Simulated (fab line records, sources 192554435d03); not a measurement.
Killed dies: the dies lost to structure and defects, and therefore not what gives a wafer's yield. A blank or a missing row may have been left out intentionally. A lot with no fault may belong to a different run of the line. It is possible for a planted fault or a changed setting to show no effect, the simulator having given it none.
Chamber matching / flow n5Finfet / rieDiel-04 running N5_FIN_SAQP_STRIP_55: 4 sister chambers
The step strips in N2/H2. 16 wafers are shown with their chamber, then 8 later ones without.

== WAFERS PAIRED WITH THEIR CHAMBERS ==
wafer=L077.3; chamber=0; showerheadPlenumPTorr (Torr)=3.29; drypumpMotorCurrentA (A)=5.9; throttleValvePct (%)=19.3
wafer=L077.5; chamber=2; showerheadPlenumPTorr (Torr)=3.35; drypumpMotorCurrentA (A)=5.4; throttleValvePct (%)=19.4
wafer=L077.6; chamber=3; showerheadPlenumPTorr (Torr)=3.29; drypumpMotorCurrentA (A)=6.1; throttleValvePct (%)=18.8
wafer=L080.1; chamber=2; showerheadPlenumPTorr (Torr)=3.35; drypumpMotorCurrentA (A)=5.4; throttleValvePct (%)=19.4
wafer=L080.3; chamber=3; showerheadPlenumPTorr (Torr)=3.29; drypumpMotorCurrentA (A)=6.1; throttleValvePct (%)=18.7
wafer=L080.4; chamber=0; showerheadPlenumPTorr (Torr)=3.29; drypumpMotorCurrentA (A)=5.9; throttleValvePct (%)=19.3
wafer=L083.1; chamber=0; showerheadPlenumPTorr (Torr)=3.29; drypumpMotorCurrentA (A)=6.0; throttleValvePct (%)=19.3
wafer=L083.4; chamber=1; showerheadPlenumPTorr (Torr)=3.45; drypumpMotorCurrentA (A)=5.4; throttleValvePct (%)=18.7
wafer=L083.5; chamber=0; showerheadPlenumPTorr (Torr)=3.29; drypumpMotorCurrentA (A)=5.9; throttleValvePct (%)=19.3
wafer=L084.2; chamber=2; showerheadPlenumPTorr (Torr)=3.34; drypumpMotorCurrentA (A)=5.4; throttleValvePct (%)=19.4
wafer=L084.3; chamber=3; showerheadPlenumPTorr (Torr)=3.29; drypumpMotorCurrentA (A)=6.0; throttleValvePct (%)=18.7
wafer=L084.6; chamber=2; showerheadPlenumPTorr (Torr)=3.34; drypumpMotorCurrentA (A)=5.4; throttleValvePct (%)=19.4
wafer=L086.2; chamber=1; showerheadPlenumPTorr (Torr)=3.45; drypumpMotorCurrentA (A)=5.4; throttleValvePct (%)=18.8
wafer=L086.3; chamber=0; showerheadPlenumPTorr (Torr)=3.29; drypumpMotorCurrentA (A)=5.9; throttleValvePct (%)=19.3
wafer=L086.6; chamber=1; showerheadPlenumPTorr (Torr)=3.45; drypumpMotorCurrentA (A)=5.4; throttleValvePct (%)=18.7
wafer=L089.1; chamber=3; showerheadPlenumPTorr (Torr)=3.28; drypumpMotorCurrentA (A)=6.0; throttleValvePct (%)=18.4

SIGNATURES, as means of the wafers listed above
reading=showerheadPlenumPTorr; chamber 0=3.2900; chamber 1=3.4500; chamber 2=3.3450; chamber 3=3.2875; scatter within a chamber=0.00382
reading=drypumpMotorCurrentA; chamber 0=5.920; chamber 1=5.400; chamber 2=5.400; chamber 3=6.050; scatter within a chamber=0.0387
reading=throttleValvePct; chamber 0=19.300; chamber 1=18.733; chamber 2=19.400; chamber 3=18.650; scatter within a chamber=0.0898
Rule: a wafer's distance from a chamber is the root of the sum, over the readings, of the square of ((its reading less the chamber's mean) divided by the reading's scatter). The wafer belongs to the nearest chamber; if the next one is less than 2 further off, it can't be placed. The scatter is the square root of a quotient: the sum, over the shown wafers, of each reading's squared deviation from its chamber's mean, divided by wafers minus chambers.

== WAFERS WITH NO CHAMBER GIVEN ==
wafer=L089.2; showerheadPlenumPTorr (Torr)=3.28; drypumpMotorCurrentA (A)=5.9; throttleValvePct (%)=19.3
wafer=L089.3; showerheadPlenumPTorr (Torr)=3.44; drypumpMotorCurrentA (A)=5.4; throttleValvePct (%)=18.7
wafer=L092.1; showerheadPlenumPTorr (Torr)=3.44; drypumpMotorCurrentA (A)=5.5; throttleValvePct (%)=18.8
wafer=L092.2; showerheadPlenumPTorr (Torr)=3.33; drypumpMotorCurrentA (A)=5.4; throttleValvePct (%)=18.9
wafer=L092.4; showerheadPlenumPTorr (Torr)=3.28; drypumpMotorCurrentA (A)=6.1; throttleValvePct (%)=18.4
wafer=L094.3; showerheadPlenumPTorr (Torr)=3.28; drypumpMotorCurrentA (A)=6.0; throttleValvePct (%)=18.4
wafer=L094.4; showerheadPlenumPTorr (Torr)=3.44; drypumpMotorCurrentA (A)=5.4; throttleValvePct (%)=18.8
wafer=L094.6; showerheadPlenumPTorr (Torr)=3.28; drypumpMotorCurrentA (A)=6.0; throttleValvePct (%)=18.4

== CHAMBER TAKEN BY EACH ==
wafer=L089.2; from the rows above=0; in truth=0
wafer=L089.3; from the rows above=1; in truth=1
wafer=L092.1; from the rows above=1; in truth=1
wafer=L092.2; from the rows above=2; in truth=2
wafer=L092.4; from the rows above=3; in truth=3
wafer=L094.3; from the rows above=3; in truth=3
wafer=L094.4; from the rows above=1; in truth=1
wafer=L094.6; from the rows above=3; in truth=3
8 of 8 placed correctly. From these rows, 0 cannot be placed. 0 placed wrongly.
